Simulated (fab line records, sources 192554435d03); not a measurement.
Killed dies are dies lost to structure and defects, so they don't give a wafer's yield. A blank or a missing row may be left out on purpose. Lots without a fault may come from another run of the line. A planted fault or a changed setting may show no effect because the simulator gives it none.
A struck lot beside a sound one | flow n5_finfet | 16 steps out of a route of 1938
Sound: wafers L421.3, L421.4, L421.6. Struck: wafer L408.5. (L408.6 of the same lot was not struck and is left out.) The cause comes at the end.
At each step with rows: each side's tool, then ch and its chambers, then its first start. Under that, the readings that differ: sound wafers | struck wafers | difference of the means | sigmas: that difference in standard deviations of wafers without a fault.
alike: readings whose means differ by less than 2 such deviations, and words and numbers that are the same on both sides. not compared: withheld readings, readings that some wafer has no value for, bounds like >300 that may hide the same value, and numbers for which the record gives no deviation and whose values overlap.
The two part at a step that has a row with sigmas, a row that says differs or no value, or rows on one side only. Numbers that don't overlap but have no deviation are shown without sigmas and don't part them. A reading that every wafer of one side lacks parts them only if that side has two wafers or more.

first, 2 steps without rows for these wafers: N5_BEOL_M0_SAQP_SRD_93 (time 30 s); N5_BEOL_M0_SAQP_RECESS_114 (chemistry HF/NH3, target SiO2, target depth 14.4 nm, afs cycles 3, sublimation time 60 s).
N5_BEOL_M0_SAQP_SPACER1_ALD_98: deposits SiO2, target thk 12.8 nm, pulse time 1 s, purge time 2 s.
  sound on ald_sin-04 ch 1,2,3, day 9 23:55; struck on ald_sin-04 ch 3, day 6 20:52
  alike: heater_power_w, precursor_pulse_height_rel
N5_BEOL_M0_SAQP_SPACER1_ETCHBACK_99: etches SiO2 in CHF3/O2, target depth 15.4 nm, time 7.7 s.
  sound on rie_diel-02 ch 0,2, day 10 00:24; struck on rie_diel-06 ch 0, day 6 21:09
  reading                     | sound          | struck | difference | sigmas
  drypump_motor_current_A (A) | 6.2 5.3 6.1    | 4.9    | -1.0       | -2
  oes_product_au (a.u.)       | 0.72 0.75 0.72 | 0.91   | +0.18      | +2
  rf_vpp_V (V)                | 513 523 513    | 528    | +12        | +2
  alike: showerhead_plenum_p_Torr, throttle_valve_pct
  not compared: rf_hours_counter_h
then, 1 step without rows for these wafers: N5_BEOL_M0_SAQP_MANDREL1_REMOVE_100 (chemistry HBr/Cl2/O2, target a-Si, stops on SiNx, bt time 10 s).
N5_BEOL_M0_SAQP_CD_MEAS_25: target cd 13.1 nm.
  sound on cd_sem-03 ch 0, day 10 00:37; struck on cd_sem-01 ch 0, day 6 21:19
  alike: cd_nm
then, 1 step without rows for these wafers: N5_BEOL_M0_SAQP_ETCH_101 (etches SiNx in CH3F/O2, target depth 29.9 nm, time 42.7 s).
N5_BEOL_M0_SAQP_ETCH_102: etches SiO2 in CF4, target depth 4 nm, time 4.4 s.
  sound on rie_si-02 ch 0,3, day 10 00:46; struck on rie_si-05 ch 1, day 6 21:28
  reading               | sound             | struck | difference | sigmas
  oes_product_au (a.u.) | 0.985 1.022 0.978 | 1.032  | +0.037     | +2
  alike: drypump_motor_current_A, he_backside_leak_sccm, throttle_valve_pct
  not compared: rf_hours_counter_h
then, 1 step without rows for these wafers: N5_BEOL_M0_SAQP_MANDREL_ETCH_103 (etches a-Si in HBr/Cl2, stops on SiCN, target depth 45 nm, bt time 10 s, time 27 s).
N5_BEOL_M0_SAQP_RECESS_104: chemistry HF/NH3, target SiO2, target depth 18 nm, afs cycles 3, sublimation time 60 s.
  sound on vapor_etch-02 ch 0,1, day 10 00:59; struck on vapor_etch-01 ch 0, day 6 21:49
  reading                     | sound          | struck | difference | sigmas
  drypump_motor_current_A (A) | 6.01 5.91 6.04 | 5.32   | -0.67      | -2
then, 2 steps without rows for these wafers: N5_BEOL_M0_SAQP_COAT_105 (time 60 s, resist thk 100 nm); N5_BEOL_M0_SAQP_ETCH_106 (etches SOC in N2/H2, stops on SiNx, target depth 150 nm).
N5_BEOL_M0_SAQP_ETCH_107: etches SiNx in CH3F/O2, target depth 30 nm.
  sound on rie_diel-06 ch 0,3, day 10 01:23; struck on rie_diel-05 ch 2, day 6 22:06
  reading                                        | sound          | struck | difference | sigmas
  oes_product_au (a.u.)                          | 0.87 0.87 0.70 | 0.64   | -0.17      | -3
  model.BEOL_M0_SAQP.feature_depth_nm (nm)       | 30 29.8 29.4   | 24.8   | -4.9       |
  model.SOC_of_BEOL_M0_SAQP_COAT_105.thk_nm (nm) | 13.4 13.4 14   | 17.8   | +4.2       |
  alike: drypump_motor_current_A, rf_vpp_V, showerhead_plenum_p_Torr, throttle_valve_pct
  not compared: rf_hours_counter_h
N5_BEOL_M0_SAQP_STRIP_108: strips in N2/H2.
  sound on rie_diel-06 ch 0,3, day 10 01:25; struck on rie_diel-05 ch 2, day 6 22:08
  reading                | sound          | struck | difference | sigmas
  throttle_valve_pct (%) | 19.6 19.6 19.7 | 18.9   | -0.7       | -2
  alike: drypump_motor_current_A, oes_product_au, rf_vpp_V, showerhead_plenum_p_Torr
  not compared: rf_hours_counter_h
-- the record jumps here: 2 days lie between the struck wafers' starts before and after (it left off in module BEOL_M0_SAQP and takes up again in module BEOL_M4, whose first step shown is number 1111 of the route) --
N5_BEOL_M4_RC_MEAS_101:
  sound on prober-02 ch 0, day 12 10:22; struck on prober-01 ch 0, day 9 04:23
  reading        | sound             | struck | difference | sigmas
  DIBL_N (mV/V)  | 34.9 36.0 35.7    | 38.2   | +2.7       | +2
  DIBL_P (mV/V)  | 35.2 37.3 37.0    | 39.8   | +3.3       | +2
  IOFF_N (nA/um) | 0.156 0.175 0.170 | 0.219  | +0.052     | +2
  IOFF_P (nA/um) | 0.23 0.26 0.25    | 0.32   | +0.07      | +2
  SS_N (mV/dec)  | 70.8 71.2 70.7    | 72.4   | +1.5       | +3
  alike: ION_N, ION_P, SS_P, VT_N, VT_P
-- the record jumps here: 4 days lie between the struck wafers' starts before and after (it left off in module BEOL_M4 and takes up again in module PASSIVATION, whose first step shown is number 1936 of the route) --
N5_PASSIVATION_PROBE_49:
  sound on prober-01, day 17 01:48; struck on prober-01, day 13 11:08
  reading         | sound    | struck | difference | sigmas
  killed_at_M4_up | 27 25 20 | 7      | -17        | -3
  alike: defect_limited_yield, killed_at_M0_to_M3, killed_at_contacts, killed_at_front_end, killed_at_other, killed_dies, killed_on_rim, killed_open, killed_short, sort_bin_5_function, sort_bin_6_memory, sort_n_pass, sort_yield_pct

WHERE THEY PART
First at N5_BEOL_M0_SAQP_SPACER1_ETCHBACK_99; last, within this record, at N5_PASSIVATION_PROBE_49.

WHY: what the simulator had put in
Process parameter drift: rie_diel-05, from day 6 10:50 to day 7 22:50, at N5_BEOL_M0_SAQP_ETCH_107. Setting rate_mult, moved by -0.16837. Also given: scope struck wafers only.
